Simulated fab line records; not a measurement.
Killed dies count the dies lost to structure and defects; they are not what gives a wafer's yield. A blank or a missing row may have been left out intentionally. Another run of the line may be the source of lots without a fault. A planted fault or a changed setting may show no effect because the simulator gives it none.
A sampling plan put to the test :: flow n5Finfet :: each of the 15 faults these records tell of, on one fab line, judged from the records of the lots it struck
What counts as the plan is the set of the line's own looks, namely the steps on the route at which a gauge or an inspection reads a wafer and does not change it. A look can be judged if struck wafers have a number there and the file gives its usual mean and standard deviation on fault-free wafers. Caught: the struck wafers' mean, at a look after the fault's first step, is 4 or more of those standard deviations (sigma) away from the usual mean. On the tool: the fault's steps, tested the same way using the tool's own readings. A different recipe on the struck wafers counts as caught too, as does a record blank only for those wafers.

THE FAULTS, as the simulator had put them in
1. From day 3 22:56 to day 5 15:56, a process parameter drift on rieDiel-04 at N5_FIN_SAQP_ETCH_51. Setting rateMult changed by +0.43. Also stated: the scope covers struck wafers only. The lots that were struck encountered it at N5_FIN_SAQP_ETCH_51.
2. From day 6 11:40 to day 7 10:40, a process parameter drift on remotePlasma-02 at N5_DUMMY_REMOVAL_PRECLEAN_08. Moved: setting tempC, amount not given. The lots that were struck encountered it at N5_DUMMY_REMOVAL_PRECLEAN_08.
3. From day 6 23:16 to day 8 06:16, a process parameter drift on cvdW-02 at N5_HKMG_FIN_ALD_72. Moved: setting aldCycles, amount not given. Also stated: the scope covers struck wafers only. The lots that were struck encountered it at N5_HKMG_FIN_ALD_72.
4. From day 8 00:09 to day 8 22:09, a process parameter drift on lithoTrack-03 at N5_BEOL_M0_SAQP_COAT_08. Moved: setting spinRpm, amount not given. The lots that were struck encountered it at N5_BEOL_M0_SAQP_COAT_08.
5. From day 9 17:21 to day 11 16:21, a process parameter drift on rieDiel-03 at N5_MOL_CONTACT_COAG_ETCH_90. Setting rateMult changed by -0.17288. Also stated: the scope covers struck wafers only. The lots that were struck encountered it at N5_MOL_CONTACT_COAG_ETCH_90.
6. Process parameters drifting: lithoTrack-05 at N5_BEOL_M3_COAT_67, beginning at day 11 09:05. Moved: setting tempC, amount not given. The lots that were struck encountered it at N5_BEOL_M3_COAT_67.
7. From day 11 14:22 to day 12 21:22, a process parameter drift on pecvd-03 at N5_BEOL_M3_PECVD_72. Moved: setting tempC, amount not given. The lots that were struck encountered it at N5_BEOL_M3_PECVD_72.
8. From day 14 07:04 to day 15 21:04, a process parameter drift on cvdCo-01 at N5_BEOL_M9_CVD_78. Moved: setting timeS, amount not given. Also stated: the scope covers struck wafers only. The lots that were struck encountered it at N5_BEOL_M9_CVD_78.
9. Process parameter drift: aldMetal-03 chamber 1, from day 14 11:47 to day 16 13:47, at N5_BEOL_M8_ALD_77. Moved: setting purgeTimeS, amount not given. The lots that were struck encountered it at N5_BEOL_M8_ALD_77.
10. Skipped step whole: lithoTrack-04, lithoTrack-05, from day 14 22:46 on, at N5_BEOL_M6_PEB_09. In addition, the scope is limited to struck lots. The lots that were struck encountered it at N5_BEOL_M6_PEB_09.
11. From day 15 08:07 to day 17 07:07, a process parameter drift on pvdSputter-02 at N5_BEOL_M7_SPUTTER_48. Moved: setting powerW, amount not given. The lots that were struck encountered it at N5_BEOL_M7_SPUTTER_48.
12. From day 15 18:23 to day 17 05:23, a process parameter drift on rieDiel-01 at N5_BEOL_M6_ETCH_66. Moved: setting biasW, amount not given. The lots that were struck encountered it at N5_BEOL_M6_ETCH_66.
13. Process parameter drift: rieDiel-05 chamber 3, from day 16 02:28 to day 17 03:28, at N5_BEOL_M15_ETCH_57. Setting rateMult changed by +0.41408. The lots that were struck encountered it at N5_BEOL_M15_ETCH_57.
14. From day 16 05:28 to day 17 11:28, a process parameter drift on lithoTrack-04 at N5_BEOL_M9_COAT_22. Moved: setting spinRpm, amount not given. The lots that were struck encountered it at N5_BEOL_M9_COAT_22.
15. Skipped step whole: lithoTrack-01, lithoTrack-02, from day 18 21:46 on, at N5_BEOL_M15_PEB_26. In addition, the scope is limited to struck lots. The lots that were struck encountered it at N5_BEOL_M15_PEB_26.

WHAT THE PLAN SAW
fault: 1
on the tool itself: etchRfOnTimeS -16 sigma
first look that catches it: not the one look that can be judged after it
reading, sigma: -
median hours from its first step to that look: -
hours from the fault's start to the first struck lot there: -
judged looks passed uncaught: 1

fault: 2
on the tool itself: tempC -6.4 sigma
first look that catches it: not the one look that can be judged after it
reading, sigma: -
median hours from its first step to that look: -
hours from the fault's start to the first struck lot there: -
judged looks passed uncaught: 1

fault: 3
on the tool itself: under 2 sigma
first look that catches it: not the one look that can be judged after it
reading, sigma: -
median hours from its first step to that look: -
hours from the fault's start to the first struck lot there: -
judged looks passed uncaught: 1

fault: 4
on the tool itself: spinSpeedRpm +99 or beyond sigma
first look that catches it: none of the 2 looks that can be judged after it
reading, sigma: -
median hours from its first step to that look: -
hours from the fault's start to the first struck lot there: -
judged looks passed uncaught: 2

fault: 5
on the tool itself: etchRfOnTimeS +15 sigma
first look that catches it: not the one look that can be judged after it
reading, sigma: -
median hours from its first step to that look: -
hours from the fault's start to the first struck lot there: -
judged looks passed uncaught: 1

fault: 6
on the tool itself: plateTempC -39 sigma
first look that catches it: none of the 2 looks that can be judged after it
reading, sigma: -
median hours from its first step to that look: -
hours from the fault's start to the first struck lot there: -
judged looks passed uncaught: 2

fault: 7
on the tool itself: susceptorTempC +19 sigma
first look that catches it: not the one look that can be judged after it
reading, sigma: -
median hours from its first step to that look: -
hours from the fault's start to the first struck lot there: -
judged looks passed uncaught: 1

fault: 8
on the tool itself: runLengthS -99 or beyond sigma
first look that catches it: no look after it can be judged
reading, sigma: -
median hours from its first step to that look: -
hours from the fault's start to the first struck lot there: -
judged looks passed uncaught: 0

fault: 9
on the tool itself: only faintly: precursorVesselCarrierSccm -2.1 sigma
first look that catches it: no look after it can be judged
reading, sigma: -
median hours from its first step to that look: -
hours from the fault's start to the first struck lot there: -
judged looks passed uncaught: 0

fault: 10
on the tool itself: the tool's record is blank for the struck wafers
first look that catches it: no look after it can be judged
reading, sigma: -
median hours from its first step to that look: -
hours from the fault's start to the first struck lot there: -
judged looks passed uncaught: 0

fault: 11
on the tool itself: cathodeDcPowerW +99 or beyond sigma
first look that catches it: not the one look that can be judged after it
reading, sigma: -
median hours from its first step to that look: -
hours from the fault's start to the first struck lot there: -
judged looks passed uncaught: 1

fault: 12
on the tool itself: biasW -13 sigma
first look that catches it: no look after it can be judged
reading, sigma: -
median hours from its first step to that look: -
hours from the fault's start to the first struck lot there: -
judged looks passed uncaught: 0

fault: 13
on the tool itself: only faintly: oesProductAu +3.0 sigma
first look that catches it: no look after it can be judged
reading, sigma: -
median hours from its first step to that look: -
hours from the fault's start to the first struck lot there: -
judged looks passed uncaught: 0

fault: 14
on the tool itself: spinSpeedRpm +96 sigma
first look that catches it: not the one look that can be judged after it
reading, sigma: -
median hours from its first step to that look: -
hours from the fault's start to the first struck lot there: -
judged looks passed uncaught: 1

fault: 15
on the tool itself: the tool's record is blank for the struck wafers
first look that catches it: no look after it can be judged
reading, sigma: -
median hours from its first step to that look: -
hours from the fault's start to the first struck lot there: -
judged looks passed uncaught: 0
Dash: fault not caught, or number not given in these records.

Caught at a look: 0 of 15. Caught on the tool: 12 of 15. By one or the other: 12 of 15.
Faults caught by the tool alone: 1, 2, 4, 5, 6, 7, 8, 10, 11, 12, 14, 15.
Caught by neither: faults 3, 9, 13.
